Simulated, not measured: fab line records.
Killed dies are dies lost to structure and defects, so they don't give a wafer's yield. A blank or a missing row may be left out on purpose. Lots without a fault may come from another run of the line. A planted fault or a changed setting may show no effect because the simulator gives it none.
8D (eight disciplines) problem report, filled in by code ; flow nandHarc ; the parts of the form that need people (team, actions taken, sign-off) are left out

## 1. WHAT IS WRONG
Mean of killedDies at NHARC_END_SORT_01: 670 across 2 wafers in 2 lots; on wafers with no fault it is 29 (standard deviation 9.9). That is +65 standard deviations from the usual mean.
First seen on wafer L898.3, day 22 17:32, on prober-01. The record holds 5 wafers of 2 lots with a number at this step. Rule for "out", or "out of limits": more than 4 standard deviations from the usual mean. Any other wafer with a number is counted as sound.

## 2. WHAT IT IS, AND WHAT IT ISN'T
question;is;is not
which readings at this step;killedDies, killedAtArray;killedAtOther, killedAtPeriphery, killedShort
which lots;L898, L902;-
which wafers of those lots;L898.3, L902.3;L898.6, L902.1, L902.6
read on which gauges;prober-01;-
when;from day 22 17:32;"up to then (0 sound wafers); but 3 sound wafers of L898, L902 came after"

## 3. WHAT RULES OUT EACH SUSPECT
Counting: if a tool at a process step up to the reading ran every lot that is out, it stays a suspect. Sound lots after the first of them don't rule it out here, since some wafers of a struck lot are sound.
- the gauge at NHARC_END_SORT_01: kept. All the wafers that are out were read on prober-01, and no step on other tools shows them out.
- pecvd-04 at NHARC_A_SLIT_DEP_23 (deposits SiON, target thk 100 nm): kept. It ran every lot that is out, first L898 (day 17 11:17).
- rieDiel-06 at NHARC_A_M1_DESCUM_14 (chemistry O2, time 3 s): kept. It ran every lot that is out, first L898 (day 21 02:20).
- rieDiel-06 at NHARC_A_M1_ETCH_15 (etches the open film in C4F8/Ar, target depth 182.5 nm, time 91.2 s): kept. It ran every lot that is out, first L898 (day 21 02:47). Because NHARC_A_M1_ETCH_15 lacks a start for some lots, the hours and order of its lots are taken from NHARC_A_M1_STRIP_18.
Left after counting: pecvd-04 at NHARC_A_SLIT_DEP_23, rieDiel-06 at NHARC_A_M1_DESCUM_14, rieDiel-06 at NHARC_A_M1_ETCH_15, prober-01 at NHARC_END_SORT_01.

## 4. THE CAUSE (what the simulator had put in)
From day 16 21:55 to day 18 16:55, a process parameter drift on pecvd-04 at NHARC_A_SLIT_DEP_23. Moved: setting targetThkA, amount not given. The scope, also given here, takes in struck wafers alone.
4 suspects survive the count, and this tool is in that group.

## 5. THE CHAIN OF EFFECTS, in route order
Each row: a reading whose mean over the struck wafers that have a number lies more than 3 standard deviations from the usual. Only readings for which the record gives a usual standard deviation are gone through. hours: the time from each lot's start at the first step in this table that gives one to its start at this step, as a median over the lots. sigmas: the change in usual standard deviations.
hours;step;reading;usual;on struck wafers;change;sigmas
0;NHARC_END_SORT_01;killedAtArray;26;666;+640;+65
0;NHARC_END_SORT_01;killedDies;29;670;+641;+65

## 6. WHAT WOULD HAVE CAUGHT IT SOONER
In this record the first reading out of limits at a measuring or inspecting step was taken at day 22 17:32, 140 hours after the fault began at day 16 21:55.
No tool reading at NHARC_A_SLIT_DEP_23 that has a usual standard deviation in the record was out on any struck wafer, so an alarm limit of 4 standard deviations on those readings would not have fired.
By day 22 17:32 the whole set of lots that are out, 2 in number, had already begun NHARC_A_SLIT_DEP_23 on pecvd-04. Had the tool been put on hold then, not one of them would have been saved.
